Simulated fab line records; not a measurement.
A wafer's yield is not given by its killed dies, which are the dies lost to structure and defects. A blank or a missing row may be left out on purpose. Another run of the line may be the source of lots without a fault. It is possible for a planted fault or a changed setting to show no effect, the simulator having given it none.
Chamber matching + flow n5-finfet + rie-diel-03 running N5_BEOL_M11_STRIP_67: 4 sister chambers
The step strips in CF4. 24 wafers are shown with their chamber, then 12 later ones without.

== WAFERS, EACH WITH ITS CHAMBER ==
| wafer  | chamber | showerhead-plenum-p-Torr (Torr) | drypump-motor-current-A (A) | throttle-valve-pct (%) |
|--------|---------|---------------------------------|-----------------------------|------------------------|
| L074.3 | 1       | 1.79                            | 5.8                         | 13.75                  |
| L074.5 | 2       | 1.73                            | 5.5                         | 13.91                  |
| L074.6 | 3       | 1.85                            | 5.2                         | 13.88                  |
| L077.2 | 3       | 1.85                            | 5.3                         | 13.91                  |
| L077.5 | 3       | 1.85                            | 5.3                         | 13.90                  |
| L077.6 | 0       | 1.85                            | 5.7                         | 13.83                  |
| L080.1 | 2       | 1.72                            | 5.5                         | 13.93                  |
| L080.2 | 3       | 1.85                            | 5.2                         | 13.90                  |
| L080.4 | 1       | 1.78                            | 5.7                         | 13.79                  |
| L079.1 | 0       | 1.85                            | 5.7                         | 13.86                  |
| L079.3 | 2       | 1.73                            | 5.5                         | 13.95                  |
| L079.5 | 0       | 1.85                            | 5.7                         | 13.86                  |
| L083.3 | 0       | 1.85                            | 5.7                         | 13.86                  |
| L083.4 | 3       | 1.85                            | 5.2                         | 13.93                  |
| L083.5 | 3       | 1.85                            | 5.2                         | 13.93                  |
| L084.3 | 0       | 1.85                            | 5.6                         | 13.88                  |
| L084.4 | 2       | 1.72                            | 5.5                         | 13.94                  |
| L084.6 | 0       | 1.85                            | 5.7                         | 13.86                  |
| L086.2 | 1       | 1.78                            | 5.8                         | 13.82                  |
| L086.3 | 3       | 1.85                            | 5.3                         | 13.93                  |
| L086.5 | 3       | 1.85                            | 5.2                         | 13.93                  |
| L085.2 | 0       | 1.85                            | 5.6                         | 13.88                  |
| L085.4 | 1       | 1.78                            | 5.7                         | 13.80                  |
| L085.5 | 1       | 1.78                            | 5.8                         | 13.80                  |

SIGNATURES (means of the wafers above)
| reading                  | chamber 0 | chamber 1 | chamber 2 | chamber 3 | scatter within a chamber |
|--------------------------|-----------|-----------|-----------|-----------|--------------------------|
| showerhead-plenum-p-Torr | 1.8500    | 1.7820    | 1.7250    | 1.8500    | 0.003                    |
| drypump-motor-current-A  | 5.671     | 5.760     | 5.500     | 5.237     | 0.0475                   |
| throttle-valve-pct       | 13.8614   | 13.7920   | 13.9325   | 13.9138   | 0.0198                   |
Rule: for each reading, subtract the chamber's mean from the wafer's reading, divide by that reading's scatter and square the result; add these up over the readings and take the root, which gives the wafer's distance from the chamber. If the next closest chamber is less than 2 further off than the closest, the wafer can't be placed; otherwise it belongs to the closest. The scatter: take each reading less its chamber's mean, square it, sum over the shown wafers, divide by the number of wafers less the number of chambers, and take the root.

== WAFERS WITH NO CHAMBER GIVEN ==
| wafer  | showerhead-plenum-p-Torr (Torr) | drypump-motor-current-A (A) | throttle-valve-pct (%) |
|--------|---------------------------------|-----------------------------|------------------------|
| L087.3 | 1.85                            | 5.2                         | 13.95                  |
| L087.4 | 1.85                            | 5.7                         | 13.87                  |
| L087.5 | 1.78                            | 5.8                         | 13.79                  |
| L088.1 | 1.84                            | 5.7                         | 13.90                  |
| L088.3 | 1.78                            | 5.7                         | 13.82                  |
| L088.5 | 1.85                            | 5.2                         | 13.96                  |
| L092.1 | 1.78                            | 5.7                         | 13.84                  |
| L092.3 | 1.72                            | 5.5                         | 13.97                  |
| L092.4 | 1.84                            | 5.7                         | 13.90                  |
| L095.2 | 1.84                            | 5.6                         | 13.93                  |
| L095.3 | 1.78                            | 5.8                         | 13.87                  |
| L095.5 | 1.78                            | 5.8                         | 13.84                  |

== WHICH CHAMBER EACH WENT THROUGH ==
| wafer  | from the rows above | in truth |
|--------|---------------------|----------|
| L087.3 | 3                   | 3        |
| L087.4 | 0                   | 0        |
| L087.5 | 1                   | 1        |
| L088.1 | 0                   | 0        |
| L088.3 | 1                   | 1        |
| L088.5 | 3                   | 3        |
| L092.1 | 1                   | 1        |
| L092.3 | 2                   | 2        |
| L092.4 | 0                   | 0        |
| L095.2 | 0                   | 0        |
| L095.3 | 1                   | 1        |
| L095.5 | 1                   | 1        |
12 of 12 placed correctly. Number that these rows cannot place: 0. Wrongly placed: 0.
